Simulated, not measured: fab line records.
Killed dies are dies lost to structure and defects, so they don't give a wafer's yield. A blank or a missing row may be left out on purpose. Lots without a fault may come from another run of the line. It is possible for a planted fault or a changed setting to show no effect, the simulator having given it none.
Problem report in the 8D (eight disciplines) form, filled by code	flow nand harc	the parts of the form that need people (team, actions taken, sign-off) are left out

## 1. WHAT WENT WRONG
Mean of killed at other at NHARC_END_SORT_01: 28.0 across 2 wafers in 2 lots; on wafers with no fault it is 0.4 (standard deviation 0.82). Measured from the usual mean, that is +34 standard deviations.
Earliest sighting: wafer L366.2 on prober-02 at day 24 02:37. At this step, 2 wafers from 2 lots have a number in the record. Rule for "out", or "out of limits": more than 4 standard deviations from the usual mean. The other wafers with a number count as sound.

## 2. WHAT THIS IS AND IS NOT
question	is	is not
which readings at this step	killed at other	killed at array, killed open, killed short, sort_bin_4_pct
which lots	L366, L367	-
which wafers of those lots	all that have a number	-
read on which gauges	prober-01, prober-02	-
when	from day 24 02:37	up to then (0 sound wafers)

## 3. THE SUSPECTS, EACH WITH WHAT RULES IT OUT
Counting: a tool stays on the suspect list if, at a process step up to the reading, it processed all lots that are out and no sound lot following the first of them.
- ruled out: the gauge at NHARC_END_SORT_01. The wafers that are out were read on 2 gauges (prober-01, prober-02).
- rie diel-08 at NHARC_THIN_TSV_DESCUM_35 (chemistry O2, time 3 s): kept. It ran every lot that is out, first L366 (day 23 11:56), and no sound lot after that.
- plasma asher-01 at NHARC_THIN_TSV_STRIP_56 (strips in O2): kept. It ran every lot that is out, first L366 (day 23 12:38), and no sound lot after that.
- wet bench-08 at NHARC_THIN_TSV_STRIP_57 (strips in post etch residue remover, time 1200 s): kept. It ran every lot that is out, first L366 (day 23 12:56), and no sound lot after that.
Still standing after the count: rie diel-08 at NHARC_THIN_TSV_DESCUM_35, plasma asher-01 at NHARC_THIN_TSV_STRIP_56, wet bench-08 at NHARC_THIN_TSV_STRIP_57.

## 4. THE CAUSE (what the simulator had put in)
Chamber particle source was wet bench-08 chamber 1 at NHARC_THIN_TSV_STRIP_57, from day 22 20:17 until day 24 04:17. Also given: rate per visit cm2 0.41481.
Counting leaves 3 suspects; this tool is one of them.

## 5. THE CHAIN OF EFFECTS, in route order
Each row: a reading whose mean over the struck wafers that have a number lies more than 3 standard deviations from the usual. Only readings for which the record gives a usual standard deviation are gone through. hours: the time from each lot's start at the first step in this table that gives one to its start at this step, as a median over the lots. sigmas: the change in usual standard deviations.
hours	step	reading	usual	on struck wafers	change	sigmas
0	NHARC_THIN_TSV_INSPECT_40	raw defect count	465	744	+279	+3.6
9	NHARC_END_SORT_01	killed at other	0.4	28.0	+27.6	+34
9	NHARC_END_SORT_01	sort_bin_3_pct	0.25 %	1.25	+1.00	+4.8

## 6. WHAT WOULD HAVE CAUGHT IT SOONER
Counted from the fault's start at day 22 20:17, it took 30 hours until the first out-of-limits reading at a measuring or inspecting step in this record, taken at day 24 02:37.
Of the tool readings at NHARC_THIN_TSV_STRIP_57 for which the record gives a usual standard deviation, none was out on any struck wafer, so an alarm limit of 4 standard deviations on them would not have fired.
Each of the lots that are out, 2 in all, had begun NHARC_THIN_TSV_STRIP_57 on wet bench-08 no later than day 24 02:37. Holding the tool at that point would not have protected any of them.
